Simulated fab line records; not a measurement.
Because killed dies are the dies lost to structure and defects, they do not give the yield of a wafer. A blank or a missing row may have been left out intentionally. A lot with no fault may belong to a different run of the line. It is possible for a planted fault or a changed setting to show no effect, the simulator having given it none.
Chamber matching :: flow nandHarc :: 4 sister chambers for NHARC_A_STAIRCASE_TRIM_196 on rieDiel-01
The step chemistry O2, time 211.2 s. 4 wafers are shown with their chamber, then 12 later ones without.

## WAFERS, EACH WITH ITS CHAMBER
wafer: L090.1
chamber: 0
showerheadPlenumPTorr (Torr): 3.66

wafer: L091.6
chamber: 1
showerheadPlenumPTorr (Torr): 3.33

wafer: L092.3
chamber: 3
showerheadPlenumPTorr (Torr): 3.67

wafer: L092.6
chamber: 2
showerheadPlenumPTorr (Torr): 3.57

## WAFERS WITHOUT THEIR CHAMBER
wafer: L094.4
showerheadPlenumPTorr (Torr): 3.66

wafer: L094.5
showerheadPlenumPTorr (Torr): 3.66

wafer: L094.6
showerheadPlenumPTorr (Torr): 3.33

wafer: L095.1
showerheadPlenumPTorr (Torr): 3.56

wafer: L095.3
showerheadPlenumPTorr (Torr): 3.67

wafer: L095.4
showerheadPlenumPTorr (Torr): 3.33

wafer: L095.2
showerheadPlenumPTorr (Torr): 3.66

wafer: L095.5
showerheadPlenumPTorr (Torr): 3.67

wafer: L095.6
showerheadPlenumPTorr (Torr): 3.66

wafer: L096.3
showerheadPlenumPTorr (Torr): 3.56

wafer: L096.4
showerheadPlenumPTorr (Torr): 3.65

wafer: L096.5
showerheadPlenumPTorr (Torr): 3.65

## THE CHAMBER EACH PASSED THROUGH
wafer: L094.4
from the rows above: can't be placed: 0 or 3
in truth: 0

wafer: L094.5
from the rows above: can't be placed: 0 or 3
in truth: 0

wafer: L094.6
from the rows above: 1
in truth: 1

wafer: L095.1
from the rows above: 2
in truth: 2

wafer: L095.3
from the rows above: can't be placed: 3 or 0
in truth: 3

wafer: L095.4
from the rows above: 1
in truth: 1

wafer: L095.2
from the rows above: can't be placed: 0 or 3
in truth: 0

wafer: L095.5
from the rows above: can't be placed: 3 or 0
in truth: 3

wafer: L095.6
from the rows above: can't be placed: 0 or 3
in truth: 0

wafer: L096.3
from the rows above: 2
in truth: 2

wafer: L096.4
from the rows above: can't be placed: 0 or 3
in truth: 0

wafer: L096.5
from the rows above: can't be placed: 0 or 3
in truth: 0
Correctly placed: 4 of 12. These rows do not allow placing 8 (true chamber among the candidates in 8). Number placed wrongly: 0.
How it was worked out, from the rows above alone: a wafer's distance from a chamber is the root of the sum, over the readings, of the square of ((its reading less the chamber's mean) divided by the reading's scatter). If the next closest chamber is less than 2 further off than the closest, the wafer can't be placed; otherwise it belongs to the closest. A chamber's mean is the mean of its shown wafers. The scatter (one wafer shown for each chamber): square how far every hidden wafer sits from the nearest shown wafer, average those squares and take the square root.
